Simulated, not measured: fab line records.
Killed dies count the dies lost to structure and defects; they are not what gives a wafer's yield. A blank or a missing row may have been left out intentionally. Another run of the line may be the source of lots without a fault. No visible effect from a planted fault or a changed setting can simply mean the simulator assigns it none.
Matching of chambers || flow n5 finfet || rie diel-02 running N5_BEOL_M9_STRIP_19: 4 sister chambers
The step strips in O2. 39 wafers are shown with their chamber, then 12 later ones without.

## WAFERS, EACH WITH ITS CHAMBER
{"wafer": "L074.2", "chamber": 3, "showerhead plenum p Torr (Torr)": 2.06, "throttle valve pct (%)": 16.52, "drypump motor current A (A)": 5.8}
{"wafer": "L074.3", "chamber": 0, "showerhead plenum p Torr (Torr)": 2.08, "throttle valve pct (%)": 16.93, "drypump motor current A (A)": 5.8}
{"wafer": "L074.5", "chamber": 1, "showerhead plenum p Torr (Torr)": 2.03, "throttle valve pct (%)": 17.00, "drypump motor current A (A)": 6.0}
{"wafer": "L076.1", "chamber": 1, "showerhead plenum p Torr (Torr)": 2.03, "throttle valve pct (%)": 17.04, "drypump motor current A (A)": 6.0}
{"wafer": "L076.2", "chamber": 2, "showerhead plenum p Torr (Torr)": 2.18, "throttle valve pct (%)": 16.87, "drypump motor current A (A)": 6.3}
{"wafer": "L076.3", "chamber": 0, "showerhead plenum p Torr (Torr)": 2.08, "throttle valve pct (%)": 16.94, "drypump motor current A (A)": 5.7}
{"wafer": "L076.4", "chamber": 3, "showerhead plenum p Torr (Torr)": 2.06, "throttle valve pct (%)": 16.52, "drypump motor current A (A)": 5.8}
{"wafer": "L076.5", "chamber": 0, "showerhead plenum p Torr (Torr)": 2.08, "throttle valve pct (%)": 16.93, "drypump motor current A (A)": 5.8}
{"wafer": "L076.6", "chamber": 3, "showerhead plenum p Torr (Torr)": 2.06, "throttle valve pct (%)": 16.53, "drypump motor current A (A)": 5.8}
{"wafer": "L075.1", "chamber": 0, "showerhead plenum p Torr (Torr)": 2.08, "throttle valve pct (%)": 16.96, "drypump motor current A (A)": 5.8}
{"wafer": "L075.3", "chamber": 2, "showerhead plenum p Torr (Torr)": 2.18, "throttle valve pct (%)": 16.86, "drypump motor current A (A)": 6.3}
{"wafer": "L075.5", "chamber": 0, "showerhead plenum p Torr (Torr)": 2.08, "throttle valve pct (%)": 16.94, "drypump motor current A (A)": 5.8}
{"wafer": "L079.1", "chamber": 1, "showerhead plenum p Torr (Torr)": 2.03, "throttle valve pct (%)": 17.04, "drypump motor current A (A)": 6.0}
{"wafer": "L079.2", "chamber": 2, "showerhead plenum p Torr (Torr)": 2.18, "throttle valve pct (%)": 16.87, "drypump motor current A (A)": 6.3}
{"wafer": "L079.5", "chamber": 2, "showerhead plenum p Torr (Torr)": 2.18, "throttle valve pct (%)": 16.87, "drypump motor current A (A)": 6.3}
{"wafer": "L081.2", "chamber": 2, "showerhead plenum p Torr (Torr)": 2.18, "throttle valve pct (%)": 16.87, "drypump motor current A (A)": 6.3}
{"wafer": "L081.4", "chamber": 0, "showerhead plenum p Torr (Torr)": 2.07, "throttle valve pct (%)": 16.94, "drypump motor current A (A)": 5.8}
{"wafer": "L081.5", "chamber": 1, "showerhead plenum p Torr (Torr)": 2.02, "throttle valve pct (%)": 17.02, "drypump motor current A (A)": 6.1}
{"wafer": "L080.2", "chamber": 1, "showerhead plenum p Torr (Torr)": 2.02, "throttle valve pct (%)": 17.04, "drypump motor current A (A)": 6.0}
{"wafer": "L080.3", "chamber": 3, "showerhead plenum p Torr (Torr)": 2.06, "throttle valve pct (%)": 16.54, "drypump motor current A (A)": 5.9}
{"wafer": "L080.4", "chamber": 0, "showerhead plenum p Torr (Torr)": 2.07, "throttle valve pct (%)": 16.93, "drypump motor current A (A)": 5.8}
{"wafer": "L084.2", "chamber": 0, "showerhead plenum p Torr (Torr)": 2.07, "throttle valve pct (%)": 16.95, "drypump motor current A (A)": 5.8}
{"wafer": "L084.5", "chamber": 0, "showerhead plenum p Torr (Torr)": 2.07, "throttle valve pct (%)": 16.96, "drypump motor current A (A)": 5.8}
{"wafer": "L084.6", "chamber": 3, "showerhead plenum p Torr (Torr)": 2.06, "throttle valve pct (%)": 16.55, "drypump motor current A (A)": 5.8}
{"wafer": "L083.1", "chamber": 1, "showerhead plenum p Torr (Torr)": 2.02, "throttle valve pct (%)": 17.06, "drypump motor current A (A)": 6.1}
{"wafer": "L083.2", "chamber": 0, "showerhead plenum p Torr (Torr)": 2.07, "throttle valve pct (%)": 16.98, "drypump motor current A (A)": 5.8}
{"wafer": "L083.3", "chamber": 2, "showerhead plenum p Torr (Torr)": 2.18, "throttle valve pct (%)": 16.87, "drypump motor current A (A)": 6.2}
{"wafer": "L083.4", "chamber": 3, "showerhead plenum p Torr (Torr)": 2.06, "throttle valve pct (%)": 16.55, "drypump motor current A (A)": 5.8}
{"wafer": "L083.5", "chamber": 2, "showerhead plenum p Torr (Torr)": 2.18, "throttle valve pct (%)": 16.89, "drypump motor current A (A)": 6.3}
{"wafer": "L083.6", "chamber": 3, "showerhead plenum p Torr (Torr)": 2.06, "throttle valve pct (%)": 16.56, "drypump motor current A (A)": 5.8}
{"wafer": "L086.2", "chamber": 2, "showerhead plenum p Torr (Torr)": 2.17, "throttle valve pct (%)": 16.89, "drypump motor current A (A)": 6.3}
{"wafer": "L086.4", "chamber": 0, "showerhead plenum p Torr (Torr)": 2.07, "throttle valve pct (%)": 16.97, "drypump motor current A (A)": 5.8}
{"wafer": "L086.6", "chamber": 2, "showerhead plenum p Torr (Torr)": 2.17, "throttle valve pct (%)": 16.89, "drypump motor current A (A)": 6.3}
{"wafer": "L088.3", "chamber": 1, "showerhead plenum p Torr (Torr)": 2.02, "throttle valve pct (%)": 17.06, "drypump motor current A (A)": 6.0}
{"wafer": "L088.5", "chamber": 2, "showerhead plenum p Torr (Torr)": 2.17, "throttle valve pct (%)": 16.92, "drypump motor current A (A)": 6.3}
{"wafer": "L088.6", "chamber": 1, "showerhead plenum p Torr (Torr)": 2.02, "throttle valve pct (%)": 17.07, "drypump motor current A (A)": 6.0}
{"wafer": "L087.1", "chamber": 2, "showerhead plenum p Torr (Torr)": 2.17, "throttle valve pct (%)": 16.90, "drypump motor current A (A)": 6.2}
{"wafer": "L087.3", "chamber": 2, "showerhead plenum p Torr (Torr)": 2.17, "throttle valve pct (%)": 16.91, "drypump motor current A (A)": 6.3}
{"wafer": "L087.5", "chamber": 1, "showerhead plenum p Torr (Torr)": 2.02, "throttle valve pct (%)": 17.06, "drypump motor current A (A)": 6.0}

SIGNATURES, as means of the wafers listed above
{"reading": "showerhead plenum p Torr", "chamber 0": 2.0745, "chamber 1": 2.0233, "chamber 2": 2.1758, "chamber 3": 2.0600, "scatter within a chamber": 0.00467}
{"reading": "throttle valve pct", "chamber 0": 16.9482, "chamber 1": 17.0433, "chamber 2": 16.8842, "chamber 3": 16.5386, "scatter within a chamber": 0.0188}
{"reading": "drypump motor current A", "chamber 0": 5.791, "chamber 1": 6.022, "chamber 2": 6.283, "chamber 3": 5.814, "scatter within a chamber": 0.0378}
Rule: a wafer lies at a distance from a chamber equal to the root of the sum of squares, over the readings, of (its reading less the chamber's mean, divided by the reading's scatter). If the next closest chamber is less than 2 further off than the closest, the wafer can't be placed; otherwise it belongs to the closest. The scatter is the square root of a quotient: the sum, over the shown wafers, of each reading's squared deviation from its chamber's mean, divided by wafers minus chambers.

## WAFERS WITHOUT THEIR CHAMBER
{"wafer": "L094.2", "showerhead plenum p Torr (Torr)": 2.17, "throttle valve pct (%)": 16.90, "drypump motor current A (A)": 6.3}
{"wafer": "L094.3", "showerhead plenum p Torr (Torr)": 2.07, "throttle valve pct (%)": 16.99, "drypump motor current A (A)": 5.8}
{"wafer": "L094.4", "showerhead plenum p Torr (Torr)": 2.17, "throttle valve pct (%)": 16.91, "drypump motor current A (A)": 6.3}
{"wafer": "L095.1", "showerhead plenum p Torr (Torr)": 2.06, "throttle valve pct (%)": 17.01, "drypump motor current A (A)": 5.8}
{"wafer": "L095.2", "showerhead plenum p Torr (Torr)": 2.01, "throttle valve pct (%)": 17.12, "drypump motor current A (A)": 6.0}
{"wafer": "L095.3", "showerhead plenum p Torr (Torr)": 2.16, "throttle valve pct (%)": 16.94, "drypump motor current A (A)": 6.3}
{"wafer": "L095.4", "showerhead plenum p Torr (Torr)": 2.17, "throttle valve pct (%)": 16.95, "drypump motor current A (A)": 6.3}
{"wafer": "L095.5", "showerhead plenum p Torr (Torr)": 2.01, "throttle valve pct (%)": 17.09, "drypump motor current A (A)": 6.0}
{"wafer": "L095.6", "showerhead plenum p Torr (Torr)": 2.06, "throttle valve pct (%)": 16.99, "drypump motor current A (A)": 5.8}
{"wafer": "L097.1", "showerhead plenum p Torr (Torr)": 2.01, "throttle valve pct (%)": 17.12, "drypump motor current A (A)": 6.0}
{"wafer": "L097.3", "showerhead plenum p Torr (Torr)": 2.06, "throttle valve pct (%)": 17.02, "drypump motor current A (A)": 5.8}
{"wafer": "L097.5", "showerhead plenum p Torr (Torr)": 2.16, "throttle valve pct (%)": 16.92, "drypump motor current A (A)": 6.3}

## WHICH CHAMBER EACH ONE RAN IN
{"wafer": "L094.2", "from the rows above": 2, "in truth": 2}
{"wafer": "L094.3", "from the rows above": 0, "in truth": 0}
{"wafer": "L094.4", "from the rows above": 2, "in truth": 2}
{"wafer": "L095.1", "from the rows above": 0, "in truth": 0}
{"wafer": "L095.2", "from the rows above": 1, "in truth": 1}
{"wafer": "L095.3", "from the rows above": 2, "in truth": 2}
{"wafer": "L095.4", "from the rows above": 2, "in truth": 2}
{"wafer": "L095.5", "from the rows above": 1, "in truth": 1}
{"wafer": "L095.6", "from the rows above": 0, "in truth": 0}
{"wafer": "L097.1", "from the rows above": 1, "in truth": 1}
{"wafer": "L097.3", "from the rows above": 0, "in truth": 0}
{"wafer": "L097.5", "from the rows above": 2, "in truth": 2}
12 of 12 placed correctly. Left unplaced by these rows: 0. Number placed wrongly: 0.
